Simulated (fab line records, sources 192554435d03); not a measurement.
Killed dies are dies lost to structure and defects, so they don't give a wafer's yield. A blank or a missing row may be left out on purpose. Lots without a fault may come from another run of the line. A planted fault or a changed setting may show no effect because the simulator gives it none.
fab line records | flow n5_finfet
record lots=7 wafers=39
route steps=1938 shown BEOL_M11@1536 BEOL_M13@1673 MIM_TOP@1835
start_h: hours from the record's first day to the start of the lot's first wafer shown | wait_h: hours since the lot's step before | " the same as in the row above | L1.1+2: a row that stands for several wafers | - no value, or no start given | * or withheld: withheld | < > ~ a bound
route shown NAME@n: a module of which the file shows steps, and the number in the route of the first | usual: mean/standard deviation of fault-free wafers | same: alike in all rows | chamber/n: place in a boat | sites: the reading at each site | _std_site: their standard deviation | _edge_site: outer sites' mean less inner sites' | radius_mm: how far each site lies from the wafer's centre | mask NAME#n: copy n | behind: the tool/chamber that last shaped the wafer | hold: why the lot was held/for how many hours/how that ended | device: the transistor (n, p or np) that didn't switch | end of line: the same wafers' tests at the end of the route | a step without rows: its recipe alone | killed: dies lost to structure and defects at the first sort, not the wafer's yield | map: a wafer's dies, x killed, . not, _ none there
set.NAME: the setting as run; set.NAME@STEP: as run at that earlier step | model.NAME: the simulator's own value behind a step, which no gauge read
lots whose settings were changed on purpose; a table a step, a row a wafer
## steps
# step N5_BEOL_M11_ILD_DEP_00
# recipe material=SiCOH_lowk target_thk_a=3085.1 temp_c=300 precursor=DEMS/porogen pressure_torr=5 rf_w=500 time_s=58
# columns lot.wafer tool chamber start_h wait_h set.target_thk_a model.SiCOH_lowk_of_BEOL_M11_ILD_DEP_00.thk_nm
L079.1 pecvd-03 0 245.97 0.0 1446 137.6
L079.2 " 1 " " 3085.1 299.8
L079.3 " 2 " " 3085.1 298.6
L079.4 " 0 " " 1446 139.8
L079.5 " 2 " " 3085.1 302.4
L079.6 " 1 " " 1446 140.8
L084.1 pecvd-03 0 283.04 0.0 3085.1 308
L084.2 " 1 " " 3085.1 307.8
L084.3 " 2 " " 4494 443.8
L084.4 " 0 " " 4494 454.6
L084.5 " 2 " " 4494 455.2
L084.6 " 1 " " 3085.1 309.8
L089.1 pecvd-01 0 302.17 0.0 3085.1 313.2
L089.2 " 1 " " 1785 180.8
L089.3 " 2 " " 3085.1 310
L089.4 " 2 " " 1785 185.4
L089.5 " 0 " " 1785 184.6
L089.6 " 1 " " 3085.1 316.8
L088.1 pecvd-04 2 308.00 0.0 3085.1 308.2
L088.2 " 1 " " 3085.1 309.2
L088.3 " 0 " " 3085.1 306
L088.4 " 2 " " 3085.1 312
L088.5 " 0 " " 3085.1 313.2
L088.6 " 1 " " 3085.1 315.4
L092.1 pecvd-03 0 327.37 0.0 3085.1 304.4
L092.2 " 1 " " 3085.1 306
L092.3 " 2 " " 3085.1 304.6
L092.4 " 0 " " 3085.1 307.6
L092.5 " 2 " " 3085.1 309.4
L092.6 " 1 " " 3085.1 311
L094.1 pecvd-04 0 331.04 0.0 3085.1 303.4
L094.4 " 1 " " 3085.1 309.6
L094.6 " 2 " " 3085.1 304
L096.1 pecvd-01 1 343.71 0.0 3085.1 309.6
L096.2 " 2 " " 2060 205.6
L096.3 " 0 " " 3085.1 304.8
L096.4 " 2 " " 2060 210.8
L096.5 " 0 " " 2060 209
L096.6 " 1 " " 3085.1 314
# step N5_BEOL_M11_CURE_71
# recipe temp_c=385 time_s=240 ambient=He/Ar material=SiCOH_lowk
# columns lot.wafer tool chamber start_h wait_h set.target_thk_a@BEOL_M11_ILD_DEP_00 model.SiCOH_lowk_of_BEOL_M11_ILD_DEP_00.thk_nm
L079.1 uv_cure-01 0 246.05 0.0 1446 118.4
L079.2 " 0 " " 3085.1 260.2
L079.3 " 0 " " 3085.1 259.2
L079.4 " 0 " " 1446 120.2
L079.5 " 0 " " 3085.1 262.6
L079.6 " 0 " " 1446 121.2
L084.1 uv_cure-01 0 283.12 0.0 3085.1 267.6
L084.2 " 0 " " 3085.1 267.4
L084.3 " 0 " " 4494 388.4
L084.4 " 0 " " 4494 398.2
L084.5 " 0 " " 4494 398.6
L084.6 " 0 " " 3085.1 269.2
L089.1 uv_cure-03 0 302.24 0.0 3085.1 272.2
L089.2 " 0 " " 1785 156
L089.3 " 0 " " 3085.1 269.2
L089.4 " 0 " " 1785 160
L089.5 " 0 " " 1785 159.2
L089.6 " 0 " " 3085.1 275.2
L088.1 uv_cure-03 2 308.08 0.0 3085.1 267.8
L088.2 " 2 " " 3085.1 268.6
L088.3 " 2 " " 3085.1 265.8
L088.4 " 2 " " 3085.1 271
L088.5 " 2 " " 3085.1 272
L088.6 " 2 " " 3085.1 274
L092.1 uv_cure-03 2 327.45 0.0 3085.1 264.4
L092.2 " 2 " " 3085.1 265.8
L092.3 " 2 " " 3085.1 264.6
L092.4 " 2 " " 3085.1 267.2
L092.5 " 2 " " 3085.1 268.8
L092.6 " 2 " " 3085.1 270.2
L094.1 uv_cure-02 0 331.12 0.0 3085.1 263.6
L094.4 " 0 " " 3085.1 269
L094.6 " 0 " " 3085.1 264
L096.1 uv_cure-01 2 343.79 0.0 3085.1 269
L096.2 " 2 " " 2060 177.6
L096.3 " 2 " " 3085.1 264.8
L096.4 " 2 " " 2060 182.2
L096.5 " 2 " " 2060 180.6
L096.6 " 2 " " 3085.1 273
# step N5_BEOL_M11_THK_MEAS_01
# recipe reads=SiCOH_lowk_of_BEOL_M11_ILD_DEP_00
# usual M11_ILD_THK=268/3.9
# columns lot.wafer tool chamber start_h wait_h set.target_thk_a@BEOL_M11_ILD_DEP_00 M11_ILD_THK[nm]
L079.1 film_metro-02 - 246.56 0.4 1446 118
L079.2 " - " " 3085.1 260
L079.3 " - " " 3085.1 259
L079.4 " - " " 1446 120
L079.5 " - " " 3085.1 262
L079.6 " - " " 1446 121
L084.1 film_metro-02 - 283.63 0.4 3085.1 268
L084.2 " - " " 3085.1 267
L084.3 " - " " 4494 388
L084.4 " - " " 4494 398
L084.5 " - " " 4494 399
L084.6 " - " " 3085.1 269
L089.1 film_metro-02 - 302.76 0.4 3085.1 272
L089.2 " - " " 1785 156
L089.3 " - " " 3085.1 269
L089.4 " - " " 1785 160
L089.5 " - " " 1785 159
L089.6 " - " " 3085.1 275
L088.1 film_metro-02 - 308.60 0.4 3085.1 268
L088.2 " - " " 3085.1 269
L088.3 " - " " 3085.1 266
L088.4 " - " " 3085.1 271
L088.5 " - " " 3085.1 272
L088.6 " - " " 3085.1 274
L092.1 film_metro-02 - 327.97 0.4 3085.1 264
L092.2 " - " " 3085.1 266
L092.3 " - " " 3085.1 265
L092.4 " - " " 3085.1 267
L092.5 " - " " 3085.1 269
L092.6 " - " " 3085.1 270
L094.1 film_metro-01 - 331.63 0.4 3085.1 263
L094.4 " - " " 3085.1 269
L094.6 " - " " 3085.1 264
L096.1 film_metro-02 - 344.30 0.4 3085.1 269
L096.2 " - " " 2060 178
L096.3 " - " " 3085.1 265
L096.4 " - " " 2060 182
L096.5 " - " " 2060 181
L096.6 " - " " 3085.1 273
# step N5_BEOL_M13_ETCH_59
# recipe chemistry=N2/H2 target=BARC target_depth_a=890 overetch_a=267 time_s=67.9 ion_energy_ev=200 pressure_mtorr=30 source_w=840 bias_w=150 n2_flow_sccm=200 h2_flow_sccm=200
# columns lot.wafer tool chamber start_h wait_h set.time_s model.coat_of_BEOL_M13_COAT_04.thk_nm model.etch.depth_nm
L079.1 rie_diel-02 2 260.36 0.0 67.9 318 88.96
L079.2 " 3 " " 67.9 314.8 89.32
L079.3 " 0 " " 67.9 319 89.12
L079.4 " 1 " " 67.9 318.4 89.16
L079.5 " 0 " " 67.9 317.6 89.36
L079.6 " 1 " " 67.9 318.8 89.17
L084.1 rie_diel-02 1 300.36 0.0 67.9 319.2 89.34
L084.2 " 0 " " 67.9 318.4 88.86
L084.3 " 3 " " 67.9 315.8 89.06
L084.4 " 2 " " 67.9 318.2 88.82
L084.5 " 1 " " 67.9 319 88.93
L084.6 " 0 " " 67.9 318 88.98
L089.1 rie_diel-02 3 315.31 0.0 49.08 335.2 86.33
L089.2 " 1 " " 67.9 320 88.81
L089.3 " 2 " " 49.08 337 82.65
L089.4 " 0 " " 49.08 337.2 83.78
L089.5 " 3 " " 67.9 316.2 89.24
L089.6 " 2 " " 67.9 319.4 88.79
L088.1 rie_diel-03 3 319.92 0.0 67.9 317.2 89.1
L088.2 " 1 " " 45.11 341 74.3
L088.3 " 0 " " 45.11 339.6 77.38
L088.4 " 2 " " 45.11 339.8 73.58
L088.5 " 2 " " 67.9 320 88.9
L088.6 " 3 " " 67.9 315.6 89.01
L092.1 rie_diel-06 1 340.88 0.0 67.9 318.2 88.96
L092.2 " 0 " " 67.9 318 88.92
L092.3 " 2 " " 67.9 318.8 88.93
L092.4 " 3 " " 67.9 319.6 88.97
L092.5 " 1 " " 67.9 318.2 88.91
L092.6 " 2 " " 67.9 318 88.83
L094.1 rie_diel-03 2 344.70 0.0 67.9 318.2 89.31
L094.4 " 0 " " 67.9 316.8 89.26
L094.6 " 3 " " 67.9 317.8 89.17
L096.1 rie_diel-03 1 358.34 0.0 32.53 352.8 53.55
L096.2 " 0 " " 32.53 351.8 55.86
L096.3 " 2 " " 67.9 319.6 89.46
L096.4 " 3 " " 67.9 317 89.22
L096.5 " 3 " " 32.53 352.4 55.94
L096.6 " 2 " " 67.9 320 89.44
# step N5_BEOL_M13_VIA_ETCH_16
# recipe chemistry=C4F8/O2/Ar target=SiOC pressure_mtorr=30 source_w=3000 bias_w=700 Ar_flow_sccm=400 C4F8_flow_sccm=15 O2_flow_sccm=8 he_inner_torr=15 he_outer_torr=30 target_depth_a=9217 time_s=withheld ion_energy_ev=250 ends=cleared
# columns lot.wafer tool chamber start_h wait_h set.time_s@BEOL_M13_ETCH_59 model.coat_of_BEOL_M13_COAT_04.thk_nm
L079.1 rie_diel-02 2 260.41 0.0 * 75.2
L079.2 " 3 " " * 64.6
L079.3 " 0 " " * 73.2
L079.4 " 1 " " * 66.4
L079.5 " 0 " " * 70
L079.6 " 1 " " * 72
L084.1 rie_diel-02 1 300.41 0.0 * 78.6
L084.2 " 0 " " * 74.2
L084.3 " 3 " " * 74.6
L084.4 " 2 " " * 74.8
L084.5 " 1 " " * 77
L084.6 " 0 " " * 70.8
L089.1 rie_diel-02 3 315.36 0.0 * 91
L089.2 " 1 " " * 75.2
L089.3 " 2 " " * 90.4
L089.4 " 0 " " * 89
L089.5 " 3 " " * 66.2
L089.6 " 2 " " * 73.4
L088.1 rie_diel-03 3 319.98 0.0 * 71.6
L088.2 " 1 " " * 99.6
L088.3 " 0 " " * 94
L088.4 " 2 " " * 90
L088.5 " 2 " " * 68.4
L088.6 " 3 " " * 68.6
L092.1 rie_diel-06 1 340.93 0.0 * 80.4
L092.2+3 " 0,2 " " * 76
L092.4 " 3 " " * 77.4
L092.5 " 1 " " * 74.8
L092.6 " 2 " " * 74.4
L094.1 rie_diel-03 2 344.75 0.0 * 78.2
L094.4+6 " 0,3 " " * 74.2
L096.1 rie_diel-03 1 358.39 0.0 * 110.6
L096.2 " 0 " " * 107.6
L096.3 " 2 " " * 76.6
L096.4 " 3 " " * 71.4
L096.5 " 3 " " * 104
L096.6 " 2 " " * 73.8
# step N5_BEOL_M13_STRIP_63
# recipe chemistry=N2/H2 power_w=1000 temp_c=250 h2_frac=0.65 overash_fraction=0.3 pressure_mtorr=1000 n2_flow_sccm=1750 h2_flow_sccm=3250
# usual strip_time_to_endpoint_s=28.3/1
# columns lot.wafer tool chamber start_h wait_h set.time_s@BEOL_M13_ETCH_59 strip_time_to_endpoint_s
L079.1 plasma_asher-02 1 260.65 - 67.9 29.2
L079.2 " 0 " " 67.9 26.1
L079.3 " 1 " " 67.9 28.6
L079.4 " 0 " " 67.9 26.6
L079.5 " 0 " " 67.9 27.7
L079.6 " 1 " " 67.9 28.2
L084.1 plasma_asher-02 0 300.65 - 67.9 30.1
L084.2 " 1 " " 67.9 28.9
L084.3 " 0 " " 67.9 29.0
L084.4 " 1 " " 67.9 29.1
L084.5 " 0 " " 67.9 29.7
L084.6 " 1 " " 67.9 27.9
L089.1 plasma_asher-01 0 315.59 - 49.08 33.7
L089.2 " 1 " " 67.9 29.2
L089.3 " 1 " " 49.08 33.5
L089.4 " 0 " " 49.08 33.2
L089.5 " 1 " " 67.9 26.6
L089.6 " 0 " " 67.9 28.7
L088.1 plasma_asher-02 1 320.21 - 67.9 28.2
L088.2 " 0 " " 45.11 36.1
L088.3 " 1 " " 45.11 34.6
L088.4 " 0 " " 45.11 33.5
L088.5 " 0 " " 67.9 27.2
L088.6 " 1 " " 67.9 27.3
L092.1 plasma_asher-02 0 341.17 - 67.9 30.7
L092.2 " 1 " " 67.9 29.4
L092.3 " 1 " " 67.9 29.4
L092.4 " 0 " " 67.9 29.8
L092.5 " 0 " " 67.9 29.1
L092.6 " 1 " " 67.9 28.9
L094.1 plasma_asher-01 1 345.05 - 67.9 30.1
L094.4 " 1 " " 67.9 28.9
L094.6 " 0 " " 67.9 28.9
L096.1 plasma_asher-02 1 358.63 - 32.53 39.1
L096.2 " 0 " " 32.53 38.3
L096.3 " 1 " " 67.9 29.6
L096.4 " 0 " " 67.9 28.1
L096.5 " 0 " " 32.53 37.3
L096.6 " 1 " " 67.9 28.8
# step N5_BEOL_M13_STRIP_64
# recipe chemistry=N2/H2 power_w=1000 temp_c=250 h2_frac=0.65 overash_fraction=0.3 pressure_mtorr=withheld n2_flow_sccm=1750 h2_flow_sccm=3250
# step N5_BEOL_M13_STRIP_71
# recipe chemistry=post_etch_residue_remover time_s=60 temp_c=25 remover_ph=withheld remover_water_wt_pct=withheld remover_fluoride_wt_pct=withheld
# step N5_BEOL_M13_SRD_72
# recipe time_s=30 temp_c=23 rinse_liquid=diw dry=n2_spin spin_rpm=1500 dry_time_s=30
# step N5_BEOL_M13_CD_MEAS_17
# recipe target_cd_nm=190 polarity=opening
# usual cd_nm=190.4/1.4
# columns lot.wafer tool chamber start_h wait_h set.time_s@BEOL_M13_ETCH_59 cd_nm
L079.1 cd_sem-02 - 260.86 0.0 67.9 192.4
L079.2 " - " " 67.9 191.9
L079.3 " - " " 67.9 191.1
L079.4 " - " " 67.9 192.8
L079.5 " - " " 67.9 191.6
L079.6 " - " " 67.9 191.6
L084.1 cd_sem-02 - 300.85 0.0 67.9 189.1
L084.2 " - " " 67.9 188.2
L084.3 " - " " 67.9 189.4
L084.4 " - " " 67.9 188.8
L084.5 " - " " 67.9 188.9
L084.6 " - " " 67.9 187.8
L089.1 cd_sem-01 - 315.84 0.0 49.08 -
L089.2 " - " " 67.9 -
L089.3 " - " " 49.08 185.4
L089.4 " - " " 49.08 -
L089.5 " - " " 67.9 190.9
L089.6 " - " " 67.9 191.0
L088.1 cd_sem-01 - 320.46 0.0 67.9 -
L088.2 " - " " 45.11 -
L088.3 " - " " 45.11 185.6
L088.4 " - " " 45.11 185.5
L088.5 " - " " 67.9 -
L088.6 " - " " 67.9 190.3
L092.1 cd_sem-01 - 341.38 0.0 67.9 190.7
L092.2 " - " " 67.9 190.3
L092.3 " - " " 67.9 190.7
L092.4 " - " " 67.9 191.0
L092.5 " - " " 67.9 189.5
L092.6 " - " " 67.9 190.5
L094.1 cd_sem-02 - 345.26 0.0 67.9 191.5
L094.4 " - " " 67.9 191.8
L094.6 " - " " 67.9 192.9
L096.1 cd_sem-01 - 358.83 0.0 32.53 184.5
L096.2 " - " " 32.53 184.0
L096.3 " - " " 67.9 191.4
L096.4 " - " " 67.9 191.3
L096.5 " - " " 32.53 183.9
L096.6 " - " " 67.9 191.1
# step N5_MIM_TOP_ALD_01
# recipe material=HfO2 target_thk_a=56 temp_c=withheld ald_precursor_family=Hf-amide ald_co_reactant=O3 pulse_time_s=1 purge_time_s=3 co_reactant_purge_time_s=2 co_reactant_pulse_time_s=3 ald_cycles=62
# columns lot.wafer tool chamber start_h wait_h set.ald_cycles model.HfO2_of_MIM_TOP_ALD_01.thk_nm
L079.1+3+6 ald_hk-01 0,1,0 - - 62 5.6
L079.2+4+5 " 2,3,1 " " 38 3.4
L084.1+2+3+4+5+6 ald_hk-01 3,2,0,1,1,2 - - 62 5.6
L089.1+2+3 ald_hk-02 2,1,0 - - 62 5.6
L089.4+5+6 " 3,1,0 " " 82 7.4
L088.1+2+4 ald_hk-01 1,3,0 - - 62 5.6
L088.3+5+6 " 2,1,2 " " 89 8
L092.1+2+5 ald_hk-01 0,1,2 - - 32 2.8
L092.3+4+6 " 3,2,1 " " 62 5.6
L094.1+4+6 ald_hk-01 3,2,2 - - 62 5.6
L096.1+2+6 ald_hk-02 2,3,0 - - 62 5.6
L096.3+5 " 1 " " 43 4
L096.4 " 0 " " 43 3.8
## key
split step=N5_BEOL_M11_ILD_DEP_00 setting=target_thk_a stated=3085.1 by=wafer
response step=N5_BEOL_M11_ILD_DEP_00 reading=model.SiCOH_lowk_of_BEOL_M11_ILD_DEP_00.thk_nm change=+3.07 per=1% r=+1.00
response step=N5_BEOL_M11_CURE_71 reading=model.SiCOH_lowk_of_BEOL_M11_ILD_DEP_00.thk_nm change=+2.7 per=1% r=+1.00
response step=N5_BEOL_M11_THK_MEAS_01 reading=M11_ILD_THK change=+2.7 per=1% r=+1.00
split step=N5_BEOL_M13_ETCH_59 setting=time_s stated=67.9 by=wafer
response step=N5_BEOL_M13_ETCH_59 reading=model.coat_of_BEOL_M13_COAT_04.thk_nm change=-0.65 per=1% r=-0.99
response step=N5_BEOL_M13_ETCH_59 reading=model.etch.depth_nm change=+0.517 per=1% r=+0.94
response step=N5_BEOL_M13_VIA_ETCH_16 reading=model.coat_of_BEOL_M13_COAT_04.thk_nm change=-0.672 per=1% r=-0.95
response step=N5_BEOL_M13_STRIP_63 reading=strip_time_to_endpoint_s change=* per=1% r=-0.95
response step=N5_BEOL_M13_CD_MEAS_17 reading=cd_nm change=+0.143 per=1% r=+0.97
split step=N5_MIM_TOP_ALD_01 setting=ald_cycles stated=62 by=wafer
response step=N5_MIM_TOP_ALD_01 reading=model.HfO2_of_MIM_TOP_ALD_01.thk_nm change=+0.0563 per=1% r=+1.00
